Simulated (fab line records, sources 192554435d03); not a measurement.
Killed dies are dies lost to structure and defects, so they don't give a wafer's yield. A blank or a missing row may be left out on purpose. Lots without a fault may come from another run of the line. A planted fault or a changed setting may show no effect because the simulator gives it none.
Split-lot experiment | flow n5_finfet | 7 lots, 39 wafers read, on a route of 1938 steps

THE SPLIT
At N5_MOL_CONTACT_COAG_ETCH_15 (etches SiNx in CH3F/O2, stops on Si:P, target depth 7 nm), the setting source_w was moved away from the recipe's 395 W on 18 of the 39 wafers read, by -17.5% to +13.0%. The other wafers ran this setting at the recipe's value.

The reading is taken at the split's own step.

THE READING
rf_vpp_V, in V, at N5_MOL_CONTACT_COAG_ETCH_15 (etches SiNx in CH3F/O2, stops on Si:P, target depth 7 nm). Fault-free wafers of this fab line usually give 299.4 V, standard deviation 2.8 V.

wafer  | tool, chamber at the split | source_w as run, W | against the recipe | rf_vpp_V, V | against lot-mates on the recipe
L077.1 | rie_diel-05, 1             | 395                | recipe             | 301.2       | -
L077.2 | rie_diel-05, 3             | 325.9              | -17.5%             | 326.4       | +25.7
L077.3 | rie_diel-05, 0             | 325.9              | -17.5%             | 320.1       | +19.4
L077.4 | rie_diel-05, 3             | 395                | recipe             | 298.9       | -
L077.5 | rie_diel-05, 1             | 395                | recipe             | 301.9       | -
L077.6 | rie_diel-05, 0             | 325.9              | -17.5%             | 320.3       | +19.6
L081.1 | rie_diel-05, 3             | 395                | recipe             | 300.1       | -
L081.2 | rie_diel-05, 1             | 395                | recipe             | 301.2       | -
L081.3 | rie_diel-05, 2             | 368.4              | -6.7%              | 307.8       | +6.7
L081.4 | rie_diel-05, 3             | 368.4              | -6.7%              | 307.3       | +6.2
L081.5 | rie_diel-05, 1             | 395                | recipe             | 301.9       | -
L081.6 | rie_diel-05, 2             | 368.4              | -6.7%              | 306.7       | +5.6
L082.1 | rie_diel-06, 0             | 395                | recipe             | 293.1       | -
L082.2 | rie_diel-06, 2             | 395                | recipe             | 295.6       | -
L082.3 | rie_diel-06, 3             | 395                | recipe             | 296.9       | -
L082.4 | rie_diel-06, 1             | 341.8              | -13.5%             | 320.3       | +25.1
L082.5 | rie_diel-06, 2             | 341.8              | -13.5%             | 314.8       | +19.6
L082.6 | rie_diel-06, 3             | 341.8              | -13.5%             | 316.7       | +21.5
L085.1 | rie_diel-04, 0             | 347.8              | -11.9%             | 322.4       | +21.4
L085.2 | rie_diel-04, 2             | 395                | recipe             | 299.1       | -
L085.3 | rie_diel-04, 1             | 395                | recipe             | 298.0       | -
L085.4 | rie_diel-04, 1             | 347.8              | -11.9%             | 318.1       | +17.1
L085.5 | rie_diel-04, 0             | 395                | recipe             | 306.0       | -
L085.6 | rie_diel-04, 2             | 347.8              | -11.9%             | 318.2       | +17.2
L086.2 | rie_diel-05, 0             | 395                | recipe             | 297.0       | -
L086.5 | rie_diel-05, 2             | 395                | recipe             | 296.0       | -
L086.6 | rie_diel-05, 3             | 395                | recipe             | 298.3       | -
L089.1 | rie_diel-05, 2             | 395                | recipe             | 295.0       | -
L089.2 | rie_diel-05, 1             | 395                | recipe             | 301.3       | -
L089.3 | rie_diel-05, 3             | 340.2              | -13.9%             | 318.9       | +20.9
L089.4 | rie_diel-05, 0             | 395                | recipe             | 297.7       | -
L089.5 | rie_diel-05, 2             | 340.2              | -13.9%             | 319.7       | +21.7
L089.6 | rie_diel-05, 1             | 340.2              | -13.9%             | 322.9       | +24.9
L092.1 | rie_diel-04, 1             | 395                | recipe             | 299.2       | -
L092.2 | rie_diel-04, 2             | 395                | recipe             | 299.3       | -
L092.3 | rie_diel-04, 3             | 446.2              | +13.0%             | 283.7       | -15.6
L092.4 | rie_diel-04, 1             | 446.2              | +13.0%             | 282.1       | -17.2
L092.5 | rie_diel-04, 2             | 446.2              | +13.0%             | 284.0       | -15.3
L092.6 | rie_diel-04, 3             | 395                | recipe             | 299.5       | -

THE FIT
A straight line over all 39 wafers: rf_vpp_V changes by -1.39 V for each +1% of source_w; r = -0.97; the points scatter about the line by 2.9 V.
The same after taking each lot's own level away (the mean of its wafers on the recipe; 39 wafers): -1.39 V for each +1%; r = -0.97; scatter 2.7 V.
On that fit, the largest move of source_w shifts the reading by 24 V.
The lots' own levels span 295.20 to 301.07 V, that is 2.1 times the standard deviation above.
So the lot-to-lot level changes the slope little: the two slopes agree.
Check: with one of the wafers moved furthest among these (-17.5%) left out of the fit, the line predicts +24.6 V for it against its lot-mates. It came out at +25.7 V against them.
Tool readings at the split's step, against how far the setting was moved: rf_vpp_V r = -0.97.

OTHER SPLITS ON THESE WAFERS
These wafers also went through other splits before the reading. Each is held against what the fit with the lots' levels taken away leaves over:
other split on the same wafers | wafers away from the commonest value | r with rf_vpp_V (lot level and that fit taken away)
N5_FIN_SAQP_EXPOSE_13 dose_mj  | 12                                   | -0.13
N5_FIN_CUT_CUT_ETCH_15 time_s  | 15                                   | -0.16
N5_SD_EPI_N_EXPOSE_06 dose_mj  | 12                                   | +0.16

THE FILE'S OWN FIT
rf_vpp_V changes by -1.41 V for each +1% of source_w, r = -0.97.
